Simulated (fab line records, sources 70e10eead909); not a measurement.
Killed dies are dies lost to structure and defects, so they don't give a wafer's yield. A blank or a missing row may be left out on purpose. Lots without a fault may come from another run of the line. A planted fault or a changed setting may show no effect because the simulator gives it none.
Chamber matching | flow nand_harc | NHARC_A_CHANNEL_FILL_D1_ALD_25 on ald_hk-02: 4 sister chambers
The step deposits SiOx, target thk 60 nm, pulse time 10 s, ald cycles 600. 7 wafers are shown with their chamber, then 6 later ones without.

WAFERS WITH THEIR CHAMBER
wafer  | chamber | heater_power_w (W) | precursor_pulse_height_rel
L378.3 | 1       | 426                | 1.004
L380.4 | 3       | 464                | 1.012
L384.3 | 2       | 505                | 0.983
L384.4 | 0       | 490                | 0.991
L384.5 | 2       | 498                | 0.975
L386.1 | 3       | 474                | 1.016
L386.3 | 0       | 506                | 1.061

WAFERS WITHOUT THEIR CHAMBER
wafer  | heater_power_w (W) | precursor_pulse_height_rel
L386.5 | 510                | 0.997
L392.2 | 471                | 1.018
L392.6 | 469                | 1.011
L394.4 | 468                | 1.012
L394.2 | 474                | 1.024
L394.6 | 465                | 1.001

WHICH CHAMBER EACH WENT THROUGH
wafer  | from the rows above     | in truth
L386.5 | can't be placed: 2 or 0 | 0
L392.2 | 3                       | 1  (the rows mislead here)
L392.6 | 3                       | 3
L394.4 | 3                       | 3
L394.2 | 3                       | 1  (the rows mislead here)
L394.6 | 3                       | 3
Placed correctly: 3 of 6. Can't be placed from these rows: 1 (the true chamber is among the candidates in 1). Placed wrongly: 2.
How it was worked out, from the rows above alone: a wafer's distance from a chamber is the root of the sum, over the readings, of the square of ((its reading less the chamber's mean) divided by the reading's scatter). The wafer belongs to the nearest chamber; if the next one is less than 2 further off, it can't be placed. A chamber's mean is the mean of its shown wafers. The scatter: the root of (the sum of the squares of (reading less its chamber's mean) over the shown wafers, divided by (wafers less chambers)).
